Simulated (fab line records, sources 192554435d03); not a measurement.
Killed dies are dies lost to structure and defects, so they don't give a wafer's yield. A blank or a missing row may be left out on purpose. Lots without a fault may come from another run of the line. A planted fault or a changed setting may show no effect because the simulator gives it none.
A struck lot beside a sound one | flow n5_finfet | 34 steps out of a route of 1938
Sound: wafers L819.1, L819.5, L819.6. Struck: wafer L825.5. (L825.4, L825.6 of the same lot were not struck and are left out.) The cause comes at the end.
At each step with rows: each side's tool, then ch and its chambers, then its first start. Under that, the readings that differ: sound wafers | struck wafers | difference of the means | sigmas: that difference in standard deviations of wafers without a fault.
alike: readings whose means differ by less than 2 such deviations, and words and numbers that are the same on both sides. not compared: withheld readings, readings that some wafer has no value for, bounds like >300 that may hide the same value, and numbers for which the record gives no deviation and whose values overlap.
The two part at a step that has a row with sigmas, a row that says differs or no value, or rows on one side only. Numbers that don't overlap but have no deviation are shown without sigmas and don't part them. A reading that every wafer of one side lacks parts them only if that side has two wafers or more.

first, 12 steps without rows for these wafers: N5_BEOL_M2_ANNEAL_87 (time 240 s); N5_BEOL_M2_SPUTTER_88 (material Cu, target thk 4.5 nm, time 8.29 s); N5_BEOL_M2_ANNEAL_89 (time 240 s); N5_BEOL_M2_SPUTTER_90 (material Cu, target thk 4.5 nm, time 8.29 s); N5_BEOL_M2_ANNEAL_91 (time 240 s); N5_BEOL_M2_SPUTTER_92 (material Cu, target thk 4.5 nm, time 8.29 s); N5_BEOL_M2_ANNEAL_93 (time 240 s); N5_BEOL_M2_SPUTTER_94 (material Cu, target thk 4.5 nm, time 8.29 s); N5_BEOL_M2_ANNEAL_95 (time 240 s); N5_BEOL_M2_SPUTTER_96 (material Cu, target thk 4.5 nm, time 8.29 s); N5_BEOL_M2_ECD_50 (material Cu, target thk 300 nm); N5_BEOL_M2_ANNEAL_51 (time 90 s).
N5_BEOL_M2_CMP_52: polishes, stops on SiOC, t overpolish 6.8 s, target thk 40 nm.
  sound on cmp-03 ch 0,1, day 8 16:53; struck on cmp-03 ch 2, day 10 01:57
  alike: barrier_field_endpoint_s, edge_zone_pressure_frac, motor_current_A, overpolish_run_s, retaining_ring_pressure_frac, time_to_endpoint_s
then, 4 steps without rows for these wafers: N5_BEOL_M2_PRE_CLEAN_60 (time 15 s); N5_BEOL_M2_CO_CAP_55 (material Co, precursor CCTBA/H2, target thk 2 nm, time 102.1 s); N5_BEOL_M2_PRE_CLEAN_56 (time 15 s); N5_BEOL_M2_DEP_57 (deposits SiCN from 3MS/NH3, target thk 8 nm, time 14 s).
N5_BEOL_M2_INSPECT_59: inspects for defects (darkfield).
  sound on defect_inspect-02, day 8 17:26; struck on defect_inspect-01, day 10 02:34
  reading          | sound     | struck | difference | sigmas
  raw_defect_count | 45 69 112 | 1302   | +1227      | +51
then, 12 steps without rows for these wafers: N5_BEOL_M3_ILD_DEP_00 (deposits SiOC from DEMS/O2, target thk 79 nm, time 15.3 s); N5_BEOL_M3_PECVD_72 (deposits SiO2 from TEOS/O2, target thk 16 nm, time 18 s); N5_BEOL_M3_HM_DEP_02 (deposits TiN, target thk 20 nm); N5_BEOL_M3_COAT_61 (time 60 s, resist thk 60 nm); N5_BEOL_M3_COAT_62 (time 60 s, resist thk 12 nm); N5_BEOL_M3_COAT_73 (time 60 s, resist thk 5 nm); N5_BEOL_M3_COAT_05 (resist thk 30 nm); N5_BEOL_M3_EBR_07; N5_BEOL_M3_SOFTBAKE_06 (time 60 s); N5_BEOL_M3_EXPOSE_08 (exposes mask M3); N5_BEOL_M3_PEB_09 (peb time 60 s); N5_BEOL_M3_DEVELOP_10 (develop time 30 s).
N5_BEOL_M3_INSPECT_13: inspects for defects (brightfield).
  sound on defect_inspect-01, day 8 18:47; struck on defect_inspect-01, day 10 05:39
  reading          | sound       | struck | difference | sigmas
  raw_defect_count | 366 497 457 | 1682   | +1242      | +14
then, 1 step without rows for these wafers: N5_BEOL_M3_DESCUM_16 (chemistry O2, time 7 s).
N5_BEOL_M4_RC_MEAS_101:
  sound on prober-02 ch 0, day 9 14:49; struck on prober-02 ch 0, day 11 07:44
  reading       | sound          | struck | difference | sigmas
  DIBL_P (mV/V) | 37.6 35.8 31.1 | 41.4   | +6.6       | +2
  alike: DIBL_N, IOFF_N, IOFF_P, ION_N, ION_P, SS_N, SS_P, VT_N, VT_P
-- the record jumps here: 4 days lie between the struck wafers' starts before and after (it left off in module BEOL_M4 and takes up again in module PASSIVATION, whose first step shown is number 1936 of the route) --
N5_PASSIVATION_PROBE_49:
  sound on prober-01, day 13 17:48; struck on prober-02, day 15 10:25
  reading                  | sound          | struck | difference | sigmas
  defect_limited_yield (%) | 90.2 91.4 88.8 | 33.6   | -56.5      | -40
  killed_at_M0_to_M3       | 32 39 48       | 751    | +711       | +80
  killed_at_M4_up          | 16 11 12       | 3      | -10        | -2
  killed_at_front_end      | 53 41 64       | 22     | -31        | -3
  killed_dies              | 116 102 132    | 784    | +667       | +42
  killed_on_rim            | 15 12 16       | 100    | +86        | +20
  killed_open              | 66 59 80       | 40     | -28        | -3
  killed_short             | 50 41 48       | 16     | -30        | -4
  sort_bin_5_function (%)  | 6.5 4.7 7.2    | 44.5   | +38.4      | +43
  sort_bin_6_memory (%)    | 2.9 3.8 3.3    | 17.2   | +13.9      | +23
  sort_n_pass              | 1064 1078 1048 | 396    | -667       | -42
  sort_yield_pct (%)       | 90.2 91.4 88.8 | 33.6   | -56.5      | -40
  alike: killed_at_contacts, killed_at_other

WHERE THEY PART
First at N5_BEOL_M2_INSPECT_59; last, within this record, at N5_PASSIVATION_PROBE_49.

WHY: what the simulator had put in
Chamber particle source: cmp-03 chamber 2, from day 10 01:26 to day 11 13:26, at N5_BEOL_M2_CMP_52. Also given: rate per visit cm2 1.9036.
